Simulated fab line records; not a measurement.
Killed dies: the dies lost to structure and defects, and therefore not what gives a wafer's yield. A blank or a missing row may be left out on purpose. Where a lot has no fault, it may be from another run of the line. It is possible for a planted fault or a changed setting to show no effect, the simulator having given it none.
Matching of chambers -- flow n5 finfet -- N5_BEOL_M9_DEP_56 on pecvd-04: 3 sister chambers
The step deposits SiCN from 3MS/NH3, target thk 15 nm, time 26.5 s. 6 wafers are shown with their chamber, then 9 later ones without.

== WAFERS PAIRED WITH THEIR CHAMBERS ==
wafer,chamber,throttle valve pct (%),showerhead plenum p Torr (Torr)
L084.6,0,9.1,3.674
L085.3,0,8.5,3.676
L087.1,1,9.9,3.655
L086.1,2,8.6,3.654
L086.5,2,9.0,3.650
L086.6,1,9.9,3.666

== WAFERS WITHOUT THEIR CHAMBER ==
wafer,throttle valve pct (%),showerhead plenum p Torr (Torr)
L096.1,9.2,3.643
L096.5,9.1,3.655
L096.6,9.8,3.659
L095.3,9.0,3.660
L095.5,8.7,3.649
L095.6,8.7,3.663
L097.4,9.9,3.653
L097.5,9.1,3.652
L097.6,8.8,3.675

== CHAMBER TAKEN BY EACH ==
wafer,from the rows above,in truth
L096.1,2,2
L096.5,can't be placed: 2 or 1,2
L096.6,1,1
L095.3,can't be placed: 2 or 1 or 0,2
L095.5,2,2
L095.6,can't be placed: 2 or 0 or 1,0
L097.4,1,1
L097.5,2,2
L097.6,0,0
Placed correctly: 6 of 9. Unplaceable from these rows: 3, with the true chamber sitting among the candidates in 3. Placed wrongly: 0.
How it was worked out, from the rows above alone: a wafer's distance from a chamber is the root of the sum, over the readings, of the square of ((its reading less the chamber's mean) divided by the reading's scatter). The wafer belongs to the nearest chamber; if the next one is less than 2 further off, it can't be placed. For every chamber, the mean is computed from those of its wafers that are shown. How the scatter is found: for the shown wafers, subtract from each reading the mean of its chamber, square and add these, divide the total by (wafers less chambers), then take the root.
